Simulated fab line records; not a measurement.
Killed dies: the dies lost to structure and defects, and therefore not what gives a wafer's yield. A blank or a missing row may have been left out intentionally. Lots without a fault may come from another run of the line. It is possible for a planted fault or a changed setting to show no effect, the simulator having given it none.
Struck lot and sound lot, side by side    flow nand_harc    13 out of 1302 route steps
Sound: the wafers L564.2, L564.5, L564.6. Struck: wafer L578.1. (L578.5 of the same lot was not struck and is left out.) The cause comes at the end.
Per side, at each step with rows, come the tool, then ch with its chambers, and then its first start. Under that, the readings that differ: sound wafers    struck wafers    difference of the means    sigmas: that difference in standard deviations of wafers without a fault.
alike: words and numbers the same on both sides, and readings whose means are apart by under 2 such deviations; not compared: readings that were withheld, readings missing a value for some wafer, numbers with overlapping values and no deviation given by the record, and bounds like >300 which may hide the same value.
A row with sigmas, a row that says differs or no value, or rows on one side alone: a step with any of these is where the two part. Numbers that have no deviation but don't overlap get no sigmas and don't part them. Lack of a reading on every wafer of one side parts them only where that side has two or more wafers.

NHARC_A_WL_FILL_CVD_03: deposits W, target thk 40 nm, time 279 s.
  sound on cvd_w-02 ch 0,1, day 23 06:36; struck on cvd_w-02 ch 0, day 29 05:04
  alike: heater_power_w, throttle_valve_pct
then, 1 step without rows for these wafers: NHARC_A_WL_FILL_ETCHBACK_04 (etches the open film in NF3, target depth 60 nm, time 120 s).
NHARC_A_WL_FILL_ETCHBACK_05: etches the open film in Cl2/BCl3, target depth 22 nm, time 60 s.
  sound on rie_metal-01 ch 0,1, day 23 07:10; struck on rie_metal-01 ch 0, day 29 05:42
  alike: drypump_motor_current_A, oes_product_au, temp_c
  not compared: rf_hours_counter_h
NHARC_A_WL_FILL_STRIP_27: strips in N2/H2, time 20 s.
  sound on plasma_asher-02 ch 0,1, day 23 07:19; struck on plasma_asher-01 ch 1, day 29 05:50
  alike: drypump_motor_current_A, heater_power_w, temp_c
  not compared: rf_hours_counter_h
then, 5 steps without rows for these wafers: NHARC_A_WL_FILL_STRIP_28 (strips in post etch residue remover, time 1200 s); NHARC_A_WL_FILL_PRECLEAN_06 (cleans in DIW, time 300 s); NHARC_A_WL_FILL_SRD_07; NHARC_A_WL_FILL_ANNEAL_08 (time 1800 s); NHARC_A_WL_FILL_ALD_10 (deposits SiO2, target thk 50 nm, pulse time 10 s, ald cycles 500).
NHARC_A_WL_FILL_ETCHBACK_16: etches the open film in C4F8/O2/Ar, target depth 120 nm, time 24 s.
  sound on rie_diel-11 ch 0,1; struck on rie_diel-07 ch 3
  alike: oes_product_au, rf_vpp_V
  not compared: rf_hours_counter_h
NHARC_A_WL_FILL_STRIP_29: strips in O2, time 20 s.
  sound on rie_diel-11 ch 0,2,3, day 23 17:04; struck on rie_diel-07 ch 0, day 29 20:32
  alike: drypump_motor_current_A, oes_product_au, rf_vpp_V, showerhead_plenum_p_Torr, throttle_valve_pct
  not compared: rf_hours_counter_h
NHARC_A_WL_FILL_ETCHBACK_17: etches the open film in Cl2/BCl3, target depth 4 nm, time 26.7 s.
  sound on rie_metal-02 ch 0,1, day 23 17:09; struck on rie_metal-01 ch 0, day 29 20:38
reading                sound              struck  difference  sigmas
oes_product_au (a.u.)  0.998 1.015 0.994  0.823   -0.179      -25
  alike: drypump_motor_current_A
  not compared: rf_hours_counter_h
then, 1 step without rows for these wafers: NHARC_A_WL_FILL_PRECLEAN_18 (cleans in dHF, time 30 s).

== WHERE THEY PART ==
NHARC_A_WL_FILL_ETCHBACK_17 only, going by this record.

WHY: the cause the simulator had injected
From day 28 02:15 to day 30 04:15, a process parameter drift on rie_metal-01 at NHARC_A_WL_FILL_ETCHBACK_17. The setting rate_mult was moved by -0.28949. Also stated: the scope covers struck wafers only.
